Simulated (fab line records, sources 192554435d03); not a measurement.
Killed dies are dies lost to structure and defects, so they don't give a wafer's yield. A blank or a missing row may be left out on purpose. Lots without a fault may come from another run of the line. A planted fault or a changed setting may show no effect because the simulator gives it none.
A struck lot beside a sound one | flow n5_finfet | 18 steps out of a route of 1938
Sound: wafers L989.1, L989.2, L989.4. Struck: wafer L977.6. (L977.1 of the same lot was not struck and is left out.) The cause comes at the end.
At each step with rows: each side's tool, then ch and its chambers, then its first start. Under that, the readings that differ: sound wafers | struck wafers | difference of the means | sigmas: that difference in standard deviations of wafers without a fault.
alike: readings whose means differ by less than 2 such deviations, and words and numbers that are the same on both sides. not compared: withheld readings, readings that some wafer has no value for, bounds like >300 that may hide the same value, and numbers for which the record gives no deviation and whose values overlap.
The two part at a step that has a row with sigmas, a row that says differs or no value, or rows on one side only. Numbers that don't overlap but have no deviation are shown without sigmas and don't part them. A reading that every wafer of one side lacks parts them only if that side has two wafers or more.

first, 4 steps without rows for these wafers: N5_BEOL_M1_ANNEAL_82 (time 240 s); N5_BEOL_M1_SPUTTER_86 (material Cu, target thk 4.5 nm, time 8.29 s); N5_BEOL_M1_ANNEAL_87 (time 240 s); N5_BEOL_M1_SPUTTER_88 (material Cu, target thk 4.5 nm, time 8.29 s).
N5_BEOL_M1_ANNEAL_89: time 240 s.
  sound on pvd_sputter-02, day 11 07:32; struck on pvd_sputter-02, day 8 10:14
  alike: heater_power_w
N5_BEOL_M1_SPUTTER_90: material Cu, target thk 4.5 nm, time 8.29 s.
  sound on pvd_sputter-02, day 11 07:41; struck on pvd_sputter-02, day 8 10:22
  alike: throttle_valve_pct
then, 2 steps without rows for these wafers: N5_BEOL_M1_ANNEAL_91 (time 240 s); N5_BEOL_M1_SPUTTER_92 (material Cu, target thk 4.5 nm, time 8.29 s).
N5_BEOL_M1_ANNEAL_93: time 240 s.
  sound on pvd_sputter-02, day 11 07:59; struck on pvd_sputter-02, day 8 10:40
  alike: heater_power_w
N5_BEOL_M1_SPUTTER_94: material Cu, target thk 4.5 nm, time 8.29 s.
  sound on pvd_sputter-02, day 11 08:07; struck on pvd_sputter-02, day 8 10:49
  alike: throttle_valve_pct
N5_BEOL_M1_ANNEAL_95: time 240 s.
  sound on pvd_sputter-02, day 11 08:12; struck on pvd_sputter-02, day 8 10:53
  alike: heater_power_w
then, 1 step without rows for these wafers: N5_BEOL_M1_SPUTTER_96 (material Cu, target thk 4.5 nm, time 8.29 s).
N5_BEOL_M1_ECD_50: material Cu, target thk 300 nm.
  sound on ecd_cu-01 ch 0,1, day 11 08:27; struck on ecd_cu-02 ch 0, day 8 11:09
  reading                                | sound             | struck | difference | sigmas
  model.Cu_of_BEOL_M1_ECD_50.thk_nm (nm) | 298.2 296.4 302.4 | 166    | -133       |
then, 1 step without rows for these wafers: N5_BEOL_M1_ANNEAL_51 (time 90 s).
N5_BEOL_M1_CMP_52: polishes, stops on SiOC, t overpolish 6.8 s, target thk 40 nm.
  sound on cmp-04 ch 0,2,3, day 11 08:50; struck on cmp-04 ch 0, day 8 14:04
  reading                | sound    | struck | difference | sigmas
  time_to_endpoint_s (s) | 63 65 63 | 32     | -32        | -11
  alike: motor_current_A
N5_BEOL_M1_THK_MEAS_53: measures by xrf.
  sound on film_metro-01, day 11 09:07; struck on film_metro-02, day 8 14:19
  alike: M1_THK
N5_BEOL_M4_RC_MEAS_101:
  sound on prober-01 ch 0, day 14 00:53; struck on prober-02 ch 0, day 9 17:02
  alike: DIBL_N, DIBL_P, IOFF_N, IOFF_P, ION_N, ION_P, SS_N, SS_P, VT_N, VT_P
-- the record jumps here: 4 days lie between the struck wafers' starts before and after (it left off in module BEOL_M4 and takes up again in module PASSIVATION, whose first step shown is number 1936 of the route) --
N5_PASSIVATION_PROBE_49:
  the record has rows for the struck wafers here (prober-02, day 13 15:07) and none for the sound ones

WHERE THEY PART
First at N5_BEOL_M1_CMP_52; last, within this record, at N5_PASSIVATION_PROBE_49.

WHY: what the simulator had put in
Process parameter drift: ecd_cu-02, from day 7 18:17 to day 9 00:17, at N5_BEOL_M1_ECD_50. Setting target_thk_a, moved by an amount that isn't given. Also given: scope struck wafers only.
